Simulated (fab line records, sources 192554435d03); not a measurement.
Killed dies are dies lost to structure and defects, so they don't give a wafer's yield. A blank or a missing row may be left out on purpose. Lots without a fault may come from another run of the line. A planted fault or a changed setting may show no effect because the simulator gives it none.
One fault seen from 3 desks | flow n5_finfet | each desk has only its own numbers; what lay behind them comes last

THE DEFECT DESK
What the inspections along the route counted, lot by lot: means of the sampled wafers that have a number. A lot is out of limits, marked OUT, if its mean lies more than 4 standard deviations from the usual mean; the brackets give that distance.
Columns: A = raw_defect_count at N5_FIN_SAQP_INSPECT_40, usual 258; B = raw_defect_count at N5_FIN_CUT_INSPECT_10, usual 46
lot  | first seen here | A              | B
L759 | day 2 08:05     | 244            | 42
L761 | day 2 20:29     | 178            | 38
L768 | day 4 14:08     | 265            | 44
L770 | day 5 04:11     | 244            | 34
L771 | day 5 08:43     | 1332 (+14) OUT | 1194 (+96) OUT
L773 | day 5 20:12     | 222            | 48
L775 | day 6 08:02     | 1393 (+15) OUT | 1172 (+94) OUT
L778 | day 7 03:23     | 327            | 61
L781 | day 7 22:05     | 225            | 46
This desk's finding: out of limits on L771, L775; first on L771, day 5 08:43 (raw_defect_count at N5_FIN_SAQP_INSPECT_40). In limits: L759, L761, L768, L770, L773, L778, L781.

THE TOOL OWNER'S DESK: vapor_etch-01
The tool's own readings at N5_FIN_SAQP_RECESS_71 (chemistry HF/NH3, target SiO2, target depth 3 nm, afs cycles 1, sublimation time 60 s): means of the sampled wafers that have a number, for each lot that ran on this tool. A lot is out of limits, marked OUT, if its mean lies more than 4 standard deviations from the usual mean; the brackets give that distance.
Columns: A = drypump_motor_current_A at N5_FIN_SAQP_RECESS_71, usual 5.6 A; B = sublimation_temp_c at N5_FIN_SAQP_RECESS_71, usual 180.01 C
lot  | first seen here | A   | B
L759 | day 2 06:49     | 5.5 | 180.16
L761 | day 2 19:14     | 5.6 | 179.90
L768 | day 4 12:52     | 5.5 | 179.88
L770 | day 5 02:51     | 5.6 | 179.95
L771 | day 5 07:20     | 5.5 | 180.08
L775 | day 6 06:47     | 5.4 | 180.09
This desk's finding: nothing out of limits on any of the 6 lots.

THE METROLOGY DESK
What the gauges read, lot by lot, whatever tool the lot ran on: means of the sampled wafers that have a number. A lot is out of limits, marked OUT, if its mean lies more than 4 standard deviations from the usual mean; the brackets give that distance. Of its 11 readings 7 are shown: those that lie furthest out on some lot.
Columns: A = DIBL_N at N5_BEOL_M4_RC_MEAS_101, usual 36.1 mV/V; B = IOFF_N at N5_BEOL_M4_RC_MEAS_101, usual 0.16 nA/um; C = IOFF_P at N5_BEOL_M4_RC_MEAS_101, usual 0.21 nA/um; D = ION_N at N5_BEOL_M4_RC_MEAS_101, usual 673 uA/um; E = ION_P at N5_BEOL_M4_RC_MEAS_101, usual 461 uA/um; F = VT_N at N5_BEOL_M4_RC_MEAS_101, usual 250 mV; G = VT_P at N5_BEOL_M4_RC_MEAS_101, usual -250 mV
lot  | first seen here | A    | B    | C    | D   | E   | F   | G
L759 | day 2 07:57     | 36.7 | 0.17 | 0.22 | 678 | 461 | 248 | -249
L761 | day 2 20:22     | 35.5 | 0.15 | 0.19 | 671 | 458 | 251 | -252
L768 | day 4 14:01     | 35.4 | 0.14 | 0.17 | 669 | 455 | 253 | -255
L770 | day 5 04:03     | 35.5 | 0.14 | 0.19 | 663 | 456 | 251 | -249
L771 | day 5 08:34     | 36.1 | 0.16 | 0.24 | 676 | 464 | 250 | -249
L773 | day 5 20:04     | 34.1 | 0.13 | 0.19 | 658 | 459 | 252 | -251
L775 | day 6 07:55     | 36.1 | 0.17 | 0.22 | 676 | 465 | 248 | -248
L778 | day 7 03:15     | 36.4 | 0.17 | 0.24 | 671 | 468 | 250 | -247
L781 | day 7 21:57     | 35.7 | 0.18 | 0.22 | 681 | 462 | 246 | -248
This desk's finding: nothing out of limits on any of the 9 lots.

PUT TOGETHER
The defect desk could have raised an alarm at day 5 08:43, on L771, L775.
The tool owner's desk saw nothing out of limits.
The metrology desk saw nothing out of limits.
The tool owner's desk has L771, L775 on record, within its limits.
The metrology desk has L771, L775 on record, within its limits.
Of the lots named, all ran N5_FIN_SAQP_RECESS_71 on vapor_etch-01.

WHAT THE SIMULATOR HAD PUT IN
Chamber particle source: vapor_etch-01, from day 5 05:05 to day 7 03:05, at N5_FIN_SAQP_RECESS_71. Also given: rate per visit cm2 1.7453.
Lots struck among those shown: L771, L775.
Hours from the fault's start to each desk's first reading out of limits: the defect desk, 4.
